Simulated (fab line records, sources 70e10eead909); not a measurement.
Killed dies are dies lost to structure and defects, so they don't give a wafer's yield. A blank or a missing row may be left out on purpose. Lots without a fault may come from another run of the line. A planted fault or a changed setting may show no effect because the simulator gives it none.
Tool commonality check | flow nand_harc | 13 lots, 45 wafers sampled

WHY IT WAS OPENED
At NHARC_P_M2_THK_MEAS_24 the reading thk_nm is flagged on 2 of 13 lots. Wafers without a fault read 144.4 nm, standard deviation 1.8.
Rule: a lot is flagged when every wafer of it that has a number lies more than 4 standard deviations from that mean, or none has a number. The other lots count as sound.

lot  | measured     | on            | thk_nm (nm), wafer by wafer   | flag
L657 | day 6 21:07  | film_metro-02 | 144.1 145.4 143.7             |
L658 | day 7 05:44  | film_metro-01 | 145.6 144.6 144.3             |
L660 | day 8 06:20  | film_metro-02 | 139.8 145.5 143.3             |
L659 | day 8 06:40  | film_metro-02 | 32.0 28.7 29.2 30.9 30.4 28.9 | FLAGGED
L661 | day 8 21:47  | film_metro-02 | 30.6 29.5 29.9 28.8 29.9 30.0 | FLAGGED
L668 | day 11 07:20 | film_metro-01 | 144.9 146.4 144.8             |
L669 | day 11 17:11 | film_metro-01 | 142.5 145.2 145.4             |
L670 | day 12 17:55 | film_metro-02 | 143.2 144.7 145.5             |
L671 | day 12 22:53 | film_metro-02 | 143.6 146.9 143.4             |
L672 | day 13 01:23 | film_metro-01 | 144.0 144.2 144.5             |
L673 | day 13 21:14 | film_metro-01 | 142.8 143.9 144.9             |
L676 | day 15 04:38 | film_metro-02 | 144.7 147.4 146.4             |
L677 | day 15 04:56 | film_metro-01 | 143.9 143.8 143.9             |
The numbers of the flagged lots are 29.9 nm on average: -114.5 nm against the usual, or -64 standard deviations.

WHICH TOOL RAN EACH LOT
The record holds 3 process steps before the reading, out of a route of 1302 steps. In each cell: the tool, then ch and the chambers that the sampled wafers went through, then the start.
lot  | flag    | NHARC_P_M2_DEGAS_29          | NHARC_P_M2_ECD_22              | NHARC_P_M2_CMP_23
L657 |         | pvd_sputter-01, day 6 19:43  | ecd_cu-01 ch 0,1, day 6 20:08  | cmp-02 ch 1,3, day 6 20:49
L658 |         | pvd_sputter-03, day 7 04:20  | ecd_cu-02 ch 0,1, day 7 04:42  | cmp-02 ch 0,2,3, day 7 05:30
L660 |         | pvd_sputter-02, day 8 04:57  | ecd_cu-02 ch 0,1, day 8 05:22  | cmp-04 ch 1,2,3, day 8 06:04
L659 | FLAGGED | pvd_sputter-01, day 8 05:13  | ecd_cu-02 ch 0,1, day 8 05:37  | cmp-03 ch 0,3, day 8 06:23
L661 | FLAGGED | pvd_sputter-02, day 8 20:23  | ecd_cu-01 ch 0,1, day 8 20:48  | cmp-04 ch 0,2, day 8 21:30
L668 |         | pvd_sputter-03, day 11 05:40 | ecd_cu-01 ch 0,1, day 11 06:16 | cmp-02 ch 1,2, day 11 07:02
L669 |         | pvd_sputter-03, day 11 15:47 | ecd_cu-01 ch 0,1, day 11 16:08 | cmp-04 ch 0,1,3, day 11 16:52
L670 |         | pvd_sputter-02, day 12 16:31 | ecd_cu-02 ch 0,1, day 12 16:53 | cmp-04 ch 0,2,3, day 12 17:38
L671 |         | pvd_sputter-01, day 12 21:22 | ecd_cu-02 ch 0,1, day 12 21:52 | cmp-03 ch 0,1,3, day 12 22:35
L672 |         | pvd_sputter-01, day 12 23:59 | ecd_cu-01 ch 0,1, day 13 00:20 | cmp-02 ch 0,1,2, day 13 01:04
L673 |         | pvd_sputter-03, day 13 19:50 | ecd_cu-01 ch 0,1, day 13 20:13 | cmp-02 ch 2,3, day 13 20:55
L676 |         | pvd_sputter-02, day 15 03:14 | ecd_cu-02 ch 0, day 15 03:39   | cmp-04 ch 0,2, day 15 04:19
L677 |         | pvd_sputter-03, day 15 03:26 | ecd_cu-02 ch 0,1, day 15 03:54 | cmp-03 ch 0,1,2, day 15 04:39
What these steps do:
- NHARC_P_M2_DEGAS_29: time 60 s.
- NHARC_P_M2_ECD_22: material Cu, target thk 400 nm.
- NHARC_P_M2_CMP_23: polishes, t overpolish 20 s, target thk 144.3 nm.
- NHARC_P_M2_THK_MEAS_24: measures by xrf.

FLAGGED OVER TOTAL, TOOL BY TOOL (the gauges that took the reading come last)
step                   | tool           | lots run | flagged | share of the flagged lots | sound lots run after its first flagged lot
NHARC_P_M2_DEGAS_29    | pvd_sputter-01 | 4        | 1       | some                      | 2 (L671,L672)
NHARC_P_M2_DEGAS_29    | pvd_sputter-02 | 4        | 1       | some                      | 2 (L670,L676)
NHARC_P_M2_DEGAS_29    | pvd_sputter-03 | 5        | 0       | none                      | -
NHARC_P_M2_ECD_22      | ecd_cu-01      | 6        | 1       | some                      | 4 (L668,L669,L672,L673)
NHARC_P_M2_ECD_22      | ecd_cu-02      | 7        | 1       | some                      | 4 (L670,L671,L676,L677)
NHARC_P_M2_CMP_23      | cmp-02         | 5        | 0       | none                      | -
NHARC_P_M2_CMP_23      | cmp-03         | 3        | 1       | some                      | 2 (L671,L677)
NHARC_P_M2_CMP_23      | cmp-04         | 5        | 1       | some                      | 3 (L669,L670,L676)
NHARC_P_M2_THK_MEAS_24 | film_metro-01  | 6        | 0       | none                      | -
NHARC_P_M2_THK_MEAS_24 | film_metro-02  | 7        | 2       | all                       | 3 (L670,L671,L676)

WHAT THE TABLE ALLOWS
1 row of the table ran every flagged lot: film_metro-02 at NHARC_P_M2_THK_MEAS_24.
- film_metro-02 at NHARC_P_M2_THK_MEAS_24: 2 of its 7 lots flagged. Sound lots ran on it after the first flagged one (L670, L671, L676), which a lasting fault on the whole tool wouldn't allow.
No row of the table ran every flagged lot and no sound lot after the first.

WHAT THE SIMULATOR HAD PUT IN
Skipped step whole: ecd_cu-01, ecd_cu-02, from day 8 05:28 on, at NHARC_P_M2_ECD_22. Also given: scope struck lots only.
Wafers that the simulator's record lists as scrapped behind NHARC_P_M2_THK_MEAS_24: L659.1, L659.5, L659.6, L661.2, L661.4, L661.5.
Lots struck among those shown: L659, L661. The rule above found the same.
